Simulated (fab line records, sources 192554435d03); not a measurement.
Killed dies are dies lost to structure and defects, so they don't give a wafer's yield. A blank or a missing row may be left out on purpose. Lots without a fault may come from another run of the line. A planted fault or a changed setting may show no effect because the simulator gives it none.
A struck lot beside a sound one | flow n5_finfet | 37 steps out of a route of 1938
Sound: wafers L435.1, L435.4, L435.5. Struck: wafers L425.3, L425.4, L425.5. The cause comes at the end.
At each step with rows: each side's tool, then ch and its chambers, then its first start. Under that, the readings that differ: sound wafers | struck wafers | difference of the means | sigmas: that difference in standard deviations of wafers without a fault.
alike: readings whose means differ by less than 2 such deviations, and words and numbers that are the same on both sides. not compared: withheld readings, readings that some wafer has no value for, bounds like >300 that may hide the same value, and numbers for which the record gives no deviation and whose values overlap.
The two part at a step that has a row with sigmas, a row that says differs or no value, or rows on one side only. Numbers that don't overlap but have no deviation are shown without sigmas and don't part them. A reading that every wafer of one side lacks parts them only if that side has two wafers or more.

first, 9 steps without rows for these wafers: N5_BEOL_M4_ANNEAL_95 (time 240 s); N5_BEOL_M4_SPUTTER_96 (material Cu, target thk 4.5 nm, time 8.29 s); N5_BEOL_M4_ECD_50 (material Cu, target thk 300 nm); N5_BEOL_M4_ANNEAL_51 (time 90 s); N5_BEOL_M4_CMP_52 (polishes, stops on SiOC, t overpolish 6.8 s, target thk 40 nm); N5_BEOL_M4_PRE_CLEAN_60 (time 15 s); N5_BEOL_M4_CO_CAP_55 (material Co, precursor CCTBA/H2, target thk 2 nm, time 102.1 s); N5_BEOL_M4_PRE_CLEAN_56 (time 15 s); N5_BEOL_M4_DEP_57 (deposits SiCN from 3MS/NH3, target thk 8 nm, time 14 s).
N5_BEOL_M4_RC_MEAS_101:
  sound on prober-02 ch 0, day 11 17:36; struck on prober-01 ch 0, day 9 07:44
  alike: DIBL_N, DIBL_P, IOFF_N, IOFF_P, ION_N, ION_P, SS_N, SS_P, VT_N, VT_P
then, 24 steps without rows for these wafers: N5_BEOL_M5_ILD_DEP_00 (deposits SiCOH lowk from DEMS/porogen, target thk 140.64 nm, time 25.9 s); N5_BEOL_M5_CURE_79 (cures SiCOH lowk, time 240 s); N5_BEOL_M5_PECVD_70 (deposits SiO2 from TEOS/O2, target thk 16 nm, time 18 s); N5_BEOL_M5_HM_DEP_02 (deposits TiN, target thk 20 nm); N5_BEOL_M5_COAT_59 (time 60 s, resist thk 60 nm); N5_BEOL_M5_COAT_60 (time 60 s, resist thk 12 nm); N5_BEOL_M5_COAT_71 (time 60 s, resist thk 5 nm); N5_BEOL_M5_COAT_05 (resist thk 30 nm); N5_BEOL_M5_EBR_07; N5_BEOL_M5_SOFTBAKE_06 (time 60 s); N5_BEOL_M5_EXPOSE_08 (exposes mask M5, target cd 28 nm); N5_BEOL_M5_PEB_09 (peb time 60 s); N5_BEOL_M5_DEVELOP_10 (develop time 30 s); N5_BEOL_M5_DESCUM_16 (chemistry O2, time 7 s); N5_BEOL_M5_ETCH_72 (etches underlayer in N2/H2, target depth 6.5 nm, time 5.2 s); N5_BEOL_M5_ETCH_61 (etches SiARC in CF4, target depth 15.6 nm, time 26 s); N5_BEOL_M5_ETCH_62 (etches SOC in N2/H2, target depth 75 nm, overetch 15 nm, time 112.5 s); N5_BEOL_M5_STRIP_63 (strips in N2/H2); N5_BEOL_M5_STRIP_73 (strips in N2/H2); N5_BEOL_M5_STRIP_64 (strips in CF4); N5_BEOL_M5_HM_OPEN_17 (chemistry Cl2/BCl3, target TiN, target depth 20 nm, overetch 6 nm); N5_BEOL_M5_STRIP_19 (strips in O2); N5_BEOL_M5_COAT_65 (time 60 s, resist thk 60 nm); N5_BEOL_M5_COAT_66 (time 60 s, resist thk 12 nm).
-- the record jumps here: 3 days lie between the struck wafers' starts before and after (it left off in module BEOL_M5 and takes up again in module BEOL_M12, whose first step shown is number 1648 of the route) --
N5_BEOL_M12_SPUTTER_43: material TaN, target thk 15 nm, time 24.19 s.
  sound on pvd_sputter-03, day 15 01:55; struck on pvd_sputter-03, day 12 06:35
  no value came back on the struck wafers for bias_v (V), cathode_dc_power_W (W), throttle_valve_pct (%); on the sound wafers bias_v (V) reads 167.2 169.1 166.9
N5_BEOL_M12_CMP_49: polishes, stops on SiOC, t overpolish 20.6 s, target thk 320 nm.
  sound on cmp-03 ch 0,3, day 15 02:45; struck on cmp-03 ch 1,3, day 12 07:21
  reading                                 | sound             | struck          | difference | sigmas
  barrier_field_endpoint_s (s)            | 30.2 30.6 31.5    | 12.0 11.9 11.8  | -18.9      | -24
  model.Cu_of_BEOL_M12_ECD_47.thk_nm (nm) | 320.8 322.2 330.6 | 340.2 335.4 331 | +11.0      |
  alike: motor_current_A, platen_rpm, slurry_flow_ml_min
N5_PASSIVATION_PROBE_49:
  sound on prober-01, day 16 18:23; struck on prober-02, day 14 04:52
  reading                  | sound          | struck         | difference | sigmas
  defect_limited_yield (%) | 93.5 92.0 92.9 | 85.4 83.3 84.4 | -8.4       | -6
  killed_at_M4_up          | 7 4 7          | 89 90 97       | +86        | +16
  killed_dies              | 77 94 84       | 172 197 184    | +99        | +6
  sort_bin_5_function (%)  | 3.4 4.5 4.1    | 11.4 13.5 12.1 | +8.3       | +9
  sort_n_pass              | 1103 1085 1096 | 1008 983 996   | -99        | -5
  sort_yield_pct (%)       | 93.5 91.9 92.9 | 85.4 83.3 84.4 | -8.4       | -5
  alike: killed_at_M0_to_M3, killed_at_contacts, killed_at_front_end, killed_at_other, killed_on_rim, killed_open, killed_short, sort_bin_6_memory, sort_bin_8_speed

WHERE THEY PART
First at N5_BEOL_M12_SPUTTER_43; last, within this record, at N5_PASSIVATION_PROBE_49.

WHY: what the simulator had put in
Skipped step whole: pvd_sputter-03, from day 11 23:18 on, at N5_BEOL_M12_SPUTTER_43. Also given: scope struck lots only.
